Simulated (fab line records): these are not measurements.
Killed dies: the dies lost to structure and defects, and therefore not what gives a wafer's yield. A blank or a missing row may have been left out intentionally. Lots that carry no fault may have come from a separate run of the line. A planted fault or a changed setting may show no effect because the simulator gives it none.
Matching of chambers / flow nand_harc / rie_diel-01 running NHARC_A_BLC_ETCH_16: 4 sister chambers
The step etches the open film in CF4, target depth 39 nm, time 65 s. 16 wafers are shown with their chamber, then 8 later ones without.

== EACH WAFER AND ITS CHAMBER ==
wafer=L075.1; chamber=2; drypump_motor_current_A (A)=5.1; showerhead_plenum_p_Torr (Torr)=1.72; rf_vpp_V (V)=151.4
wafer=L075.2; chamber=3; drypump_motor_current_A (A)=5.9; showerhead_plenum_p_Torr (Torr)=1.69; rf_vpp_V (V)=150.5
wafer=L075.6; chamber=2; drypump_motor_current_A (A)=5.1; showerhead_plenum_p_Torr (Torr)=1.72; rf_vpp_V (V)=150.7
wafer=L078.1; chamber=0; drypump_motor_current_A (A)=5.3; showerhead_plenum_p_Torr (Torr)=1.67; rf_vpp_V (V)=149.0
wafer=L078.2; chamber=3; drypump_motor_current_A (A)=5.9; showerhead_plenum_p_Torr (Torr)=1.69; rf_vpp_V (V)=152.0
wafer=L078.5; chamber=1; drypump_motor_current_A (A)=6.6; showerhead_plenum_p_Torr (Torr)=1.75; rf_vpp_V (V)=151.0
wafer=L076.1; chamber=3; drypump_motor_current_A (A)=5.9; showerhead_plenum_p_Torr (Torr)=1.69; rf_vpp_V (V)=150.7
wafer=L076.4; chamber=1; drypump_motor_current_A (A)=6.6; showerhead_plenum_p_Torr (Torr)=1.75; rf_vpp_V (V)=150.9
wafer=L076.5; chamber=3; drypump_motor_current_A (A)=5.9; showerhead_plenum_p_Torr (Torr)=1.69; rf_vpp_V (V)=150.4
wafer=L080.1; chamber=2; drypump_motor_current_A (A)=5.1; showerhead_plenum_p_Torr (Torr)=1.72; rf_vpp_V (V)=150.1
wafer=L080.4; chamber=0; drypump_motor_current_A (A)=5.3; showerhead_plenum_p_Torr (Torr)=1.66; rf_vpp_V (V)=149.5
wafer=L080.6; chamber=2; drypump_motor_current_A (A)=5.1; showerhead_plenum_p_Torr (Torr)=1.72; rf_vpp_V (V)=150.5
wafer=L083.2; chamber=2; drypump_motor_current_A (A)=5.0; showerhead_plenum_p_Torr (Torr)=1.72; rf_vpp_V (V)=151.4
wafer=L083.5; chamber=0; drypump_motor_current_A (A)=5.3; showerhead_plenum_p_Torr (Torr)=1.66; rf_vpp_V (V)=150.1
wafer=L083.6; chamber=1; drypump_motor_current_A (A)=6.6; showerhead_plenum_p_Torr (Torr)=1.75; rf_vpp_V (V)=150.7
wafer=L084.1; chamber=1; drypump_motor_current_A (A)=6.6; showerhead_plenum_p_Torr (Torr)=1.74; rf_vpp_V (V)=150.7

SIGNATURES, as means of the wafers listed above
reading=drypump_motor_current_A; chamber 0=5.300; chamber 1=6.600; chamber 2=5.080; chamber 3=5.900; scatter within a chamber=0.0258
reading=showerhead_plenum_p_Torr; chamber 0=1.6633; chamber 1=1.7475; chamber 2=1.7200; chamber 3=1.6900; scatter within a chamber=0.00344
reading=rf_vpp_V; chamber 0=149.533; chamber 1=150.825; chamber 2=150.820; chamber 3=150.900; scatter within a chamber=0.551
Rule: a wafer's distance from a chamber is the root of the sum, over the readings, of the square of ((its reading less the chamber's mean) divided by the reading's scatter). If the next closest chamber is less than 2 further off than the closest, the wafer can't be placed; otherwise it belongs to the closest. The scatter: take each reading less its chamber's mean, square it, sum over the shown wafers, divide by the number of wafers less the number of chambers, and take the root.

== WAFERS MISSING THEIR CHAMBER ==
wafer=L084.4; drypump_motor_current_A (A)=5.0; showerhead_plenum_p_Torr (Torr)=1.72; rf_vpp_V (V)=152.0
wafer=L084.5; drypump_motor_current_A (A)=5.3; showerhead_plenum_p_Torr (Torr)=1.66; rf_vpp_V (V)=151.3
wafer=L086.1; drypump_motor_current_A (A)=5.1; showerhead_plenum_p_Torr (Torr)=1.72; rf_vpp_V (V)=150.3
wafer=L086.2; drypump_motor_current_A (A)=6.7; showerhead_plenum_p_Torr (Torr)=1.75; rf_vpp_V (V)=151.5
wafer=L086.4; drypump_motor_current_A (A)=5.9; showerhead_plenum_p_Torr (Torr)=1.69; rf_vpp_V (V)=150.1
wafer=L096.1; drypump_motor_current_A (A)=5.0; showerhead_plenum_p_Torr (Torr)=1.72; rf_vpp_V (V)=151.1
wafer=L096.4; drypump_motor_current_A (A)=6.6; showerhead_plenum_p_Torr (Torr)=1.74; rf_vpp_V (V)=149.9
wafer=L096.6; drypump_motor_current_A (A)=6.6; showerhead_plenum_p_Torr (Torr)=1.74; rf_vpp_V (V)=150.4

== EACH ONE'S CHAMBER ==
wafer=L084.4; from the rows above=2; in truth=2
wafer=L084.5; from the rows above=0; in truth=0
wafer=L086.1; from the rows above=2; in truth=2
wafer=L086.2; from the rows above=1; in truth=1
wafer=L086.4; from the rows above=3; in truth=3
wafer=L096.1; from the rows above=2; in truth=2
wafer=L096.4; from the rows above=1; in truth=1
wafer=L096.6; from the rows above=1; in truth=1
Placed correctly: 8 of 8. Number that these rows cannot place: 0. Placed wrongly: 0.
